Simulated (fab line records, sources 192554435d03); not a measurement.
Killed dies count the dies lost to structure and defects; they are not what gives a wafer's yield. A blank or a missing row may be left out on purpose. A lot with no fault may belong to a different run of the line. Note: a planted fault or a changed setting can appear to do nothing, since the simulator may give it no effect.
fab line records	flow n5-finfet
record: lots: 3	wafers: 9	last-day: 17
route steps=1938 shown BEOL_M4@1099 BEOL_M5@1112 BEOL_M8@1353 PASSIVATION@1936
lots with no fault: from the same line, run without faults
start-h: hours from the record's opening day to when the first of the lot's shown wafers began	wait-h: time in hours since the lot's previous step	" unchanged from the row above	L1.1+2: a single row standing in for several wafers	- no value, or no start given	* or withheld: withheld	< > ~ a bound
route shown NAME@n: NAME is a module with steps in the file, n the number in the route of the first one	usual: mean/standard deviation of fault-free wafers	same: alike in all rows	chamber/n: place in a boat	sites: each site's reading	_std_site: standard deviation across them	_edge_site: outer sites' mean less inner sites'	radius-mm: how far each site lies from the wafer's centre	mask NAME#n: copy n	behind: tool/chamber where the wafer was last shaped	hold: what put the lot on hold/how long, in hours/how the hold closed	device: whichever transistor did not switch (one of n, p or np)	end of line: tests run on the same wafers once the route is complete	a step with no rows: only its recipe	killed: not the wafer's yield, but the dies lost to structure and defects at the first sort	map: per-die view of a wafer (x killed, . not killed, _ where there is no die)
set.NAME: setting as actually run; set.NAME@STEP: the setting as run at that earlier step	model.NAME: the simulator's own value behind a step, which no gauge read
lots at some steps of the route; a table a step, a row a wafer
services: when a tool's chamber went out of use (start-h, in hours from the record's first day, below 0 if earlier), for how many hours, and the reason
== steps ==
step: N5_BEOL_M4_ANNEAL_95
recipe: temp-c: 400	time-s: 240	ambient: vacuum
step: N5_BEOL_M4_SPUTTER_96
recipe: material: Cu	target-thk-a: 45	temp-c: -20	chamber-pressure-pa: 0.07	power-w: withheld	time-s: 8.29
step: N5_BEOL_M4_ECD_50
recipe: material: Cu	target-thk-a: 3000
step: N5_BEOL_M4_ANNEAL_51
recipe: temp-c: 225	time-s: 90	ambient: N2
step: N5_BEOL_M4_CMP_52
recipe: stop-on: SiOC	t-overpolish-s: 6.8	down-force-psi: 1	platen-rpm: 50	clearing-platen-down-force-psi: 1.5	clearing-platen-rpm: 50	post-cmp-clean: cu-alkaline	target-thk-nm: 40	clearing-platen-pad-velocity-m-s: 0.99484	pad-velocity-m-s: 0.99484
step: N5_BEOL_M4_PRE_CLEAN_60
recipe: gas: NH3/H2	time-s: 15	temp-c: *	rf-power-w: 300
step: N5_BEOL_M4_CO_CAP_55
recipe: material: Co	target-thk-a: 20	temp-c: 200	precursor: CCTBA/H2	pressure-torr: 30	time-s: 102.1
step: N5_BEOL_M4_PRE_CLEAN_56
recipe: gas: NH3	time-s: 15	temp-c: withheld	rf-power-w: 300
step: N5_BEOL_M4_DEP_57
recipe: material: SiCN	target-thk-a: 80	temp-c: withheld	precursor: 3MS/NH3	pressure-torr: 3	rf-w: 202	time-s: 14
step: N5_BEOL_M4_RC_MEAS_101
usual: DIBL_N: 36.1/1.3	DIBL_P: 36.3/1.4	IOFF_N: 0.162/0.024	IOFF_P: 0.22/0.033	ION_N: 674/9.9	ION_P: 464/7.6	SS_N: 71.6/0.53	SS_P: 73.4/0.55	VT_N: 249.4/2.9	VT_P: -249/3.3
lot.wafer	tool	chamber	start-h	wait-h	DIBL_N[mV/V]	DIBL_P[mV/V]	IOFF_N[nA/um]	IOFF_P[nA/um]	ION_N[uA/um]	ION_P[uA/um]	SS_N[mV/dec]	SS_P[mV/dec]	VT_N[mV]	VT_P[mV]
L765.1	prober-02	0	195.21	0.0	36.7	37.4	0.154	0.18	667	448	71.4	73.4	250.5	-254
L765.4	"	0	"	"	36.2	37.0	0.151	0.19	669	452	71.7	73.2	251.4	-258
L765.5	"	0	"	"	37.1	37.8	0.165	0.19	665	452	72.2	72.5	249.8	-256
L777.1	prober-02	0	263.69	0.0	34.7	35.7	0.148	0.20	669	463	71.8	73.2	247.8	-251
L777.3	"	0	"	"	35.3	36.0	0.148	0.22	654	453	72.0	73.9	250.3	-248
L777.4	"	0	"	"	35.8	37.2	0.163	0.23	681	463	71.5	74.0	250.4	-252
L782.1	prober-01	0	294.06	0.0	34.5	36.8	0.139	0.20	674	463	71.7	72.4	254.1	-250
L782.3	"	0	"	"	33.8	36.0	0.131	0.19	672	463	70.7	73.4	253.7	-250
L782.5	"	0	"	"	32.2	34.3	0.111	0.16	664	457	70.4	73.0	257.3	-253
step: N5_BEOL_M5_ILD_DEP_00
recipe: material: SiCOH_lowk	target-thk-a: 1406.4	temp-c: 300	precursor: DEMS/porogen	pressure-torr: 5	rf-w: 500	time-s: 25.9
step: N5_BEOL_M5_CURE_79
recipe: temp-c: 385	time-s: 240	ambient: He/Ar	material: SiCOH_lowk
step: N5_BEOL_M5_PECVD_70
recipe: material: SiO2	target-thk-a: 160	temp-c: 400	precursor: TEOS/O2	pressure-torr: 5.5	rf-w: 450	teos-flow-sccm: 53.8	gas: O2	flow-sccm: 3000	time-s: 18
step: N5_BEOL_M5_HM_DEP_02
recipe: material: TiN	target-thk-a: 200	temp-c: 25	chamber-pressure-pa: 0.49996
step: N5_BEOL_M5_COAT_59
recipe: resist: SOC	temp-c: 250	time-s: 60	spin-rpm: 1500	resist-thk-nm: 60
step: N5_BEOL_M5_COAT_60
recipe: resist: SiARC	temp-c: 220	time-s: 60	spin-rpm: 1500	resist-thk-nm: 12
step: N5_BEOL_M5_COAT_71
recipe: resist: underlayer	temp-c: 205	time-s: 60	spin-rpm: 1500	resist-thk-nm: 5
step: N5_BEOL_M5_COAT_05
recipe: resist: CAR-EUV	spin-rpm: 1500	resist-thk-nm: 30
step: N5_BEOL_M5_EBR_07
recipe: solvent: PGMEA	ebr-width-mm: 1.5
step: N5_BEOL_M5_SOFTBAKE_06
recipe: temp-c: 110	time-s: 60	resist: CAR-EUV
step: N5_BEOL_M5_EXPOSE_08
recipe: mask-id: M5	na: 0.33	source-shape: annular	sigma-inner: 0.4	sigma-outer: 0.8	polarization: unpolarized	target-cd-nm: 28	dose-mj: 35.75
step: N5_BEOL_M5_PEB_09
recipe: peb-temp-c: 100	peb-time-s: 60	resist: CAR-EUV
step: N5_BEOL_M5_DEVELOP_10
recipe: develop-time-s: 30	developer: TMAH	resist: CAR-EUV	rinse-liquid: surfactant-rinse	dry: air-spin	dev-temp-c: 23
step: N5_BEOL_M5_DESCUM_16
recipe: chemistry: O2	time-s: 7	source-power-w: 50	bias-power-w: 20	pressure-mtorr: 20	rf-frequency-hz: 2.712e+07	temp-c: 40	resist: CAR-EUV	o2-flow-sccm: 225
step: N5_BEOL_M5_ETCH_72
recipe: chemistry: N2/H2	target: underlayer	target-depth-a: 65	mask-material: CAR-EUV	time-s: 5.2	ion-energy-ev: 200	pressure-mtorr: 30	source-w: 840	bias-w: 150	n2-flow-sccm: 200	h2-flow-sccm: 200	ends: cleared
step: N5_BEOL_M5_ETCH_61
recipe: chemistry: CF4	target: SiARC	target-depth-a: 156	mask-material: CAR-EUV	time-s: 26	ion-energy-ev: 80	pressure-mtorr: 40	source-w: 545	bias-w: 36	Ar_flow_sccm: 100	cf4-flow-sccm: 100	ends: cleared
step: N5_BEOL_M5_ETCH_62
recipe: chemistry: N2/H2	target: SOC	target-depth-a: 750	overetch-a: 150	mask-material: SiARC	temp-c: 40	time-s: 112.5	ion-energy-ev: 200	pressure-mtorr: 30	source-w: 840	bias-w: 150	n2-flow-sccm: 200	h2-flow-sccm: 200
step: N5_BEOL_M5_STRIP_63
recipe: chemistry: N2/H2	temp-c: 40	n2-flow-sccm: 200	h2-flow-sccm: 200	rf-frequency-hz: 6e+07
step: N5_BEOL_M5_STRIP_73
recipe: chemistry: N2/H2	temp-c: 40	n2-flow-sccm: 200	h2-flow-sccm: 200	rf-frequency-hz: 6e+07
step: N5_BEOL_M5_STRIP_64
recipe: chemistry: CF4	resist: SiARC	power-w: 300	bias-power-w: 75	pressure-mtorr: 50	cf4-flow-sccm: 150	rf-frequency-hz: 6e+07
step: N5_BEOL_M5_HM_OPEN_17
recipe: chemistry: Cl2/BCl3	target-depth-a: 200	overetch-a: 60	target: TiN	mask-material: SOC	ion-energy-ev: 150	pressure-mtorr: 10	icp-w: 1000	bias-w: 126	Cl2_flow_sccm: 53.25	bcl3-flow-sccm: 21.75	Ar_flow_sccm: 25
step: N5_BEOL_M5_STRIP_19
recipe: chemistry: O2	power-w: 400	temp-c: 40	pressure-mtorr: 30	rf-frequency-hz: 6e+07	bias-power-w: 0	overash-fraction: 0.2	o2-flow-sccm: 225
step: N5_BEOL_M5_COAT_65
recipe: resist: SOC	temp-c: 250	time-s: 60	spin-rpm: 1500	resist-thk-nm: 60
step: N5_BEOL_M5_COAT_66
recipe: resist: SiARC	temp-c: 220	time-s: 60	spin-rpm: 1500	resist-thk-nm: 12
step: N5_BEOL_M8_HM_OPEN_17
recipe: chemistry: Cl2/BCl3	target-depth-a: 200	overetch-a: 60	target: TiN	mask-material: SOC	ion-energy-ev: 150	pressure-mtorr: 10	icp-w: 1000	bias-w: 126	Cl2_flow_sccm: 53.25	bcl3-flow-sccm: 21.75	Ar_flow_sccm: 25
usual: chamber-pressure-mTorr: 10.000/0.0097	drypump-motor-current-A: 5.8/0.57	oes-product-au: 0.65/0.099	throttle-valve-pct: 22.11/0.24
lot.wafer	tool	chamber	start-h	wait-h	chamber-pressure-mTorr	drypump-motor-current-A	oes-product-au	rf-hours-counter-h	throttle-valve-pct	model.etch.depth-nm	model.SOC_of_BEOL_M8_COAT_59.thk-nm
L765.1	rie-metal-01	0	228.69	0.0	10.001	6.8	0.67	36	21.84	19.83	92.2
L765.4	"	0	"	"	10.018	6.8	0.67	-	21.84	20	92.4
L765.5	"	0	"	"	9.999	6.8	0.67	-	21.84	19.81	92.4
L777.1	rie-metal-01	1	294.25	0.0	10.010	5.2	0.79	5	22.11	19.99	92.4
L777.3	"	1	"	"	10.002	5.2	0.73	-	22.17	17.42	94.8
L777.4	"	0	"	"	10.015	6.8	0.67	-	21.84	20.12	92.4
L782.1	rie-metal-02	0	328.71	0.0	10.005	5.6	0.78	4	21.67	19.94	92.8
L782.3	"	1	"	"	10.001	5.3	0.66	-	22.06	19.92	92.6
L782.5	"	0	"	"	10.012	5.6	0.79	-	21.66	20.16	92.6
step: N5_BEOL_M8_VIA_ETCH_34
recipe: chemistry: C4F6/O2	target: SiCOH_lowk	target-depth-a: 1255	mask-material: SOC	taper-deg: 4	time-s: 50.5	ion-energy-ev: 250	pressure-mtorr: 30	source-w: 345	bias-w: 185	Ar_flow_sccm: 300	C4F6_flow_sccm: 10	O2_flow_sccm: 10
usual: chamber-pressure-mTorr: 29.999/0.03	drypump-motor-current-A: 5.8/0.37	oes_f_703_au: 0.84/0.066	oes-product-au: 0.84/0.075	rf-vpp-V: 666/6.9	showerhead-plenum-p-Torr: 2.87/0.11	throttle-valve-pct: 20.88/0.23
lot.wafer	tool	chamber	start-h	wait-h	chamber-pressure-mTorr	drypump-motor-current-A	oes_f_703_au	oes-product-au	rf-hours-counter-h	rf-vpp-V	showerhead-plenum-p-Torr	throttle-valve-pct
L765.1	rie-diel-06	0	229.63	0.0	29.990	5.7	0.92	0.93	21	672	3.02	20.82
L765.4	"	3	"	"	29.975	5.6	0.94	0.94	7	672	2.79	20.79
L765.5	"	1	"	"	30.058	5.2	0.73	0.71	-	665	2.93	21.30
L777.1	rie-diel-02	3	296.25	0.0	30.006	6.6	0.74	0.74	140	666	2.97	20.80
L777.3	"	0	"	"	30.027	6.1	0.84	0.56	54	667	2.78	20.67
L777.4	"	1	"	"	30.012	5.6	0.86	0.85	51	678	2.78	20.70
L782.1	rie-diel-06	3	329.82	0.0	29.953	5.6	0.84	0.86	45	673	2.77	20.84
L782.3	"	0	"	"	30.062	5.7	0.86	0.86	58	669	3.00	20.86
L782.5	"	2	"	"	29.993	6.3	0.83	0.85	-	667	2.99	20.59
step: N5_BEOL_M8_OCD_MEAS_38
usual: trench-depth-nm: 93.7/1.1
lot.wafer	tool	chamber	start-h	wait-h	trench-depth-nm
L765.1	ocd-02	-	229.88	-	94.6
L765.4	"	-	"	"	96.6
L765.5	"	-	"	"	92.8
L777.1	ocd-01	-	296.50	-	92.5
L777.3	"	-	"	"	42.4
L777.4	"	-	"	"	93.4
L782.1	ocd-02	-	330.07	-	94.5
L782.3	"	-	"	"	93.6
L782.5	"	-	"	"	93.0
step: N5_BEOL_M8_CD_MEAS_35
recipe: target-cd-nm: 40	polarity: opening
usual: cd-nm: 40.0/0.46
lot.wafer	tool	chamber	start-h	wait-h	cd-nm
L765.1	cd-sem-01	-	230.03	0.0	39.4
L765.4	"	-	"	"	39.2
L765.5	"	-	"	"	39.3
L777.1	cd-sem-02	-	296.65	0.0	39.3
L777.3	"	-	"	"	-
L777.4	"	-	"	"	39.5
L782.1	cd-sem-01	-	330.22	0.0	40.1
L782.3	"	-	"	"	40.2
L782.5	"	-	"	"	39.9
step: N5_BEOL_M8_THK_MEAS_53
recipe: thk-meas-gauge: xrf	reads: Cu_of_BEOL_M8_ECD_50
usual: M8_THK: 80.9/1.4
lot.wafer	tool	chamber	start-h	wait-h	M8_THK[nm]
L765.1	film-metro-01	-	232.41	-	81.8
L765.4	"	-	"	"	85.5
L765.5	"	-	"	"	80.8
L777.1	film-metro-02	-	299.31	-	80.5
L777.3	"	-	"	"	-
L777.4	"	-	"	"	82.7
L782.1	film-metro-01	-	336.46	-	81.3
L782.3	"	-	"	"	81.3
L782.5	"	-	"	"	80.1
step: N5_PASSIVATION_PROBE_49
usual: defect-limited-yield: 91.1/1.5	killed_at_M0_to_M3: 36/11	killed_at_M4_up: 13/5	killed-at-contacts: 13/5	killed-at-front-end: 40/12	killed-at-other: 3.3/2.3	killed-dies: 106/17	killed-on-rim: 13/3.7	killed-open: 70/13	killed-short: 34/7.6	sort_bin_5_function: 5.3/0.96	sort_bin_6_memory: 3.3/0.66	sort-n-pass: 1074/17	sort-yield-pct: 91.1/1.5
same: gross-dies: 1180	killed-at-back-side: 0	sort_bin_4_leakage[%]: 0	sort_bin_8_speed[%]: 0
lot.wafer	tool	chamber	start-h	wait-h	defect-limited-yield[%]	killed_at_M0_to_M3	killed_at_M4_up	killed-at-contacts	killed-at-front-end	killed-at-other	killed-dies	killed-on-rim	killed-open	killed-short	sort_bin_5_function[%]	sort_bin_6_memory[%]	sort-n-pass	sort-yield-pct[%]
L765.1	prober-02	-	296.05	0.0	87.6	72	26	4	41	3	146	14	101	45	7.5	4.8	1034	87.6
L765.4	prober-02	-	296.20	0.2	89.4	46	17	16	44	2	125	17	80	45	6.4	4.0	1055	89.4
L765.5	prober-02	-	296.25	0.2	90.3	44	14	12	42	3	115	10	72	43	6.3	3.2	1065	90.3
L777.1	prober-02	-	375.46	0.0	91.8	32	13	11	38	3	97	17	68	29	4.6	3.2	1083	91.8
L777.3	prober-02	-	375.56	0.1	35.6	28	677	26	24	5	760	118	71	25	61.1	3.0	420	35.6
L777.4	prober-02	-	375.61	0.2	91.9	22	14	15	43	1	95	10	62	32	5.1	2.8	1085	91.9
L782.1	prober-02	-	412.91	0.0	91.9	31	10	7	41	6	95	14	53	32	4.2	3.0	1085	91.9
L782.3	prober-02	-	413.01	0.1	92.8	16	11	19	36	3	85	13	60	24	4.1	3.1	1095	92.8
L782.5	prober-02	-	413.11	0.2	89.7	32	20	14	51	4	121	11	68	47	6.1	3.6	1059	89.7
killed by level:class
L765.1 BEOL_M0_SAQP:geometric-particle:open=18 BEOL_M4:geometric-particle:open=18 STI_FIN_REVEAL:geometric-particle:open=14 BEOL_M2:geometric-particle:open=13 BEOL_M0_SAQP:geometric-particle:short=10 BEOL_M3:geometric-particle:open=10 BEOL_M1:geometric-particle:open=9 FIN_SAQP:geometric-particle:short=8
L765.4 MOL_CONTACT_COAG:geometric-particle:open=13 BEOL_M0_SAQP:geometric-particle:short=12 BEOL_M0_SAQP:geometric-particle:open=10 FIN_SAQP:geometric-particle:open=9 FIN_SAQP:geometric-particle:short=9 BEOL_M2:geometric-particle:open=9 BEOL_M4:geometric-particle:open=8 STI_FIN_REVEAL:geometric-particle:open=6
L765.5 BEOL_M0_SAQP:geometric-particle:open=16 FIN_SAQP:geometric-particle:short=11 BEOL_M0_SAQP:geometric-particle:short=10 FIN_SAQP:geometric-particle:open=9 MOL_CONTACT_COAG:geometric-particle:open=9 STI_FIN_REVEAL:geometric-particle:open=7 BEOL_M4:geometric-particle:open=6 BEOL_M2:geometric-particle:open=5
L777.1 FIN_SAQP:geometric-particle:open=10 STI_FIN_REVEAL:geometric-particle:open=9 MOL_CONTACT_COAG:geometric-particle:open=7 BEOL_M2:geometric-particle:open=7 BEOL_M0:geometric-particle:open=5 BEOL_M1:geometric-particle:short=5 BEOL_M4:geometric-particle:open=5 GATE_CUT:geometric-particle:short=4
L777.3 BEOL_M8:area-open=664 MOL_CONTACT_COAG:geometric-particle:open=21 BEOL_M2:geometric-particle:open=11 FIN_SAQP:geometric-particle:open=6 MOL_CONTACT_COAG:geometric-particle:short=5 BEOL_M0:geometric-particle:open=5 BEOL_M1:geometric-particle:open=5 DUMMY_GATE:geometric-particle:open=4
L777.4 FIN_SAQP:geometric-particle:open=12 MOL_CONTACT_COAG:geometric-particle:open=11 FIN_SAQP:geometric-particle:short=8 BEOL_M2:geometric-particle:open=7 BEOL_M4:geometric-particle:open=6 STI_FIN_REVEAL:geometric-particle:open=5 GATE_CUT:geometric-particle:short=4 MOL_CONTACT_COAG:geometric-particle:short=4
L782.1 STI_FIN_REVEAL:geometric-particle:open=8 BEOL_M2:geometric-particle:open=7 HKMG_FIN:area-etch=7 MOL_CONTACT_COAG:geometric-particle:open=6 GATE_CUT:geometric-particle:short=5 BEOL_M0_SAQP:geometric-particle:short=5 BEOL_M3:geometric-particle:open=5 FIN_SAQP:geometric-particle:short=4
L782.3 MOL_CONTACT_COAG:geometric-particle:open=16 FIN_SAQP:geometric-particle:open=6 GATE_CUT:geometric-particle:open=6 GATE_CUT:geometric-particle:short=6 BEOL_M0_SAQP:geometric-particle:open=6 FIN_SAQP:geometric-particle:short=5 BEOL_M1:geometric-particle:open=4 BEOL_M4:geometric-particle:open=4
L782.5 STI_FIN_REVEAL:geometric-particle:open=10 GATE_CUT:geometric-particle:short=10 MOL_CONTACT_COAG:geometric-particle:open=10 BEOL_M0_SAQP:geometric-particle:short=10 FIN_SAQP:geometric-particle:short=9 BEOL_M4:geometric-particle:open=6 FIN_SAQP:geometric-particle:open=5 BEOL_M2:geometric-particle:open=5
map L777.3 (x killed, . not)
_________________.....xxxxxxx________________
______________...x....xx.xxxxxxx_____________
___________.xx.x....x.x...xxxxxxx.x__________
__________.x.x...........xxxxxxxxxxx_________
________xxxx....x......x.xxxxxxx.xxxxx_______
_______..x.x.x........xx.xxxx.xxxxxxxxx______
______.........x.xxxx.xx.....xx.xx.xxxxx_____
_____x.x.xx.....xxx.x.xx.xx....xxx..xxxxx____
____.xxx.x..xxxxxxxxxx..x.xx........x.x.xx___
___xxxxxxxx.x..xxxxxxx.x.x..x.x......xx.xxx__
___xxxxxx....x...xxxxxx..x.x...........xxxx__
__xxxxx......xx.xxx.x...xx.x..........xxxxxx_
__xxxxxx.x...x.xx.xx.x.x....x....x.......xxx_
_xxxxxx.x.x.xx.xxxxxx...xxxx.x..x.x.....xxxxx
_xxxxxx.xxx..xxxxxxxxxxxx.......x..xxxxxxx..x
_xxxxxxx.x..x.xxxxxxxxx.x.xx.x.......xx..xxxx
_xxxxxxx.xxxxxxxxxxxxxxxxxxxxxxxxx.xxxxxxxxxx
_xxxx.xx.xxxxxxxxxxx.xxxxxxxxxx.xxxxxxxxxxxxx
_xxxxxxxx..x.xxxxxxxxxxxxxxxxxxxxxxxxxxxxxxxx
_xxxxxxxx.xxxxxxxxxxxxxxxxxxxxxxxx.xxxxxxxxxx
_xxxxxx.x.x.xxxxx.xx.xxxxxxxxxxxxxxxxxxxxxxxx
__.x.x..x.xx..xxx....xxxxxxxxxxxxxxxxxxxxxxx_
__x.xxxx...xxx.xx.xx..xxxxxxxxx.x.xxxx.xxxxx_
___x.xx.x.xx..xx.x...x.xxxxxxxx.xxx.xxxx.xx__
___xxxxx.xx..xxxxx..x...xxxxxx.x....xxxx.xx__
____xxxxxxxxx..xx...x..xxxxxxx.x.x..xx.x.x___
_____xxxxxxxxx.x..xx.x.xxxx..x.x.x.xx....____
______xxxxxxxx.xx.x...x.x.x........xx.x._____
_______xxxxx.xxx..................x...x______
________xxxxxx.xxxxx....x.......x...xx_______
__________xxxxxxx.xxxx...xx..xx..xxx_________
___________xxxxxx.x..x....x..xxxxx.__________
______________xxxx...xx.....xxx._____________
_________________xxx...x..xx.________________
map L765.1 (x killed, . not)
_________________.....x......________________
______________.............x..x._____________
___________.......x....x...........__________
__________.x...x......xx....x......x_________
________.....x.........x........x....._______
_______..x.x.........x.x......xx......x______
______......x..x...............x...x..x._____
_____.............xx...x...x......x......____
____...x.....................x............___
___............x.......x..................x__
___x.......................x......x..x.....__
__...........x................x....x....x..._
__..x.x.x..............x.x.....x....x.x....._
_.........xx.......xx.xx.....x..........x....
_.......x...x............x....x..............
_.............xxx.............x........x.....
_.........xx.x......x....................x...
_....x.......x.......xx......x.x.......x.....
_.....x..............x.................x.....
_.....x..............x.......x..x..........x.
_x......................x.............xxxx...
__.x.........xx.x................x...x.x...._
__..xx..................x..x.x.............._
___......................x............x.xx.__
___..x.....................x...x....x......__
____................x.........x...........___
_____.....................xx....x........____
______..........xx......x...x...xx..x.x._____
_______................................______
________...........x...............x.x_______
__________....x..xx...x......x.x...._________
___________....x.....x.x...xx......__________
______________.......x..x......._____________
_________________x.......x...________________
== services ==
tool	chamber	start-h	hours	kind
rie-metal-01	1	214.22	-	clean
rie-metal-01	1	214.22	24.1	scheduled-down
rie-metal-01	1	214.22	24.1	vent-cycle
rie-diel-02	2	225.20	7.3	repair
rie-metal-02	0	249.36	7.9	repair
rie-metal-01	-	251.04	0.7	repair
rie-metal-02	0	259.28	-	clean
rie-metal-02	0	259.28	24.8	scheduled-down
rie-metal-02	0	259.28	24.8	vent-cycle
rie-diel-06	-	265.39	0.7	repair
rie-diel-06	-	270.83	0.2	repair
rie-diel-02	0	279.12	2.5	repair
rie-diel-06	2	288.40	8.9	repair
rie-diel-06	1	304.37	12.7	repair
rie-diel-02	2	312.47	4.1	repair
rie-metal-01	0	320.72	5.3	repair
rie-diel-06	1	329.10	-	clean
rie-diel-06	1	329.10	-	consumable-replace:focus-ring
rie-diel-06	1	329.10	14.7	scheduled-down
rie-diel-06	1	329.10	14.7	vent-cycle
== key ==
first-sign: step: N5_BEOL_M8_VIA_ETCH_34	reading: oes-product-au	direction: down	sigmas: 3.8	usual: 0.84	struck: 0.56
effect: step: N5_BEOL_M8_OCD_MEAS_38	reading: trench-depth-nm	direction: down	sigmas: 48	usual: 93.7	struck: 42.4
effect: step: N5_BEOL_M8_CD_MEAS_35	reading: cd-nm	direction: missing
effect: step: N5_BEOL_M8_THK_MEAS_53	reading: M8_THK	direction: missing
effect: step: N5_PASSIVATION_PROBE_49	reading: killed_at_M4_up	direction: up	sigmas: 99+	usual: 13	struck: 677
model-effect: step: N5_BEOL_M8_HM_OPEN_17	value: etch.depth-nm	without: 20.03	struck: 17.42
more-kills-born-at: N5_BEOL_M8_HM_OPEN_17@rie-metal-01: 664
met-at N5_BEOL_M8_HM_OPEN_17
struck-wafers L777.3
later-rows-left-out L777.3
onset-between 228.69 294.25
fault: kind: process-parameter-drift	tool: rie-metal-01	chamber: -	onset-h: 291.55	steps: N5_BEOL_M8_HM_OPEN_17	channel: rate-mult	offset: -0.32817	shape: step	end-h: 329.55	scope: struck-wafers-only
later-rows-left-out: the simulator's readings of these wafers behind a module that went badly wrong aren't trusted and aren't shown, but for the sort
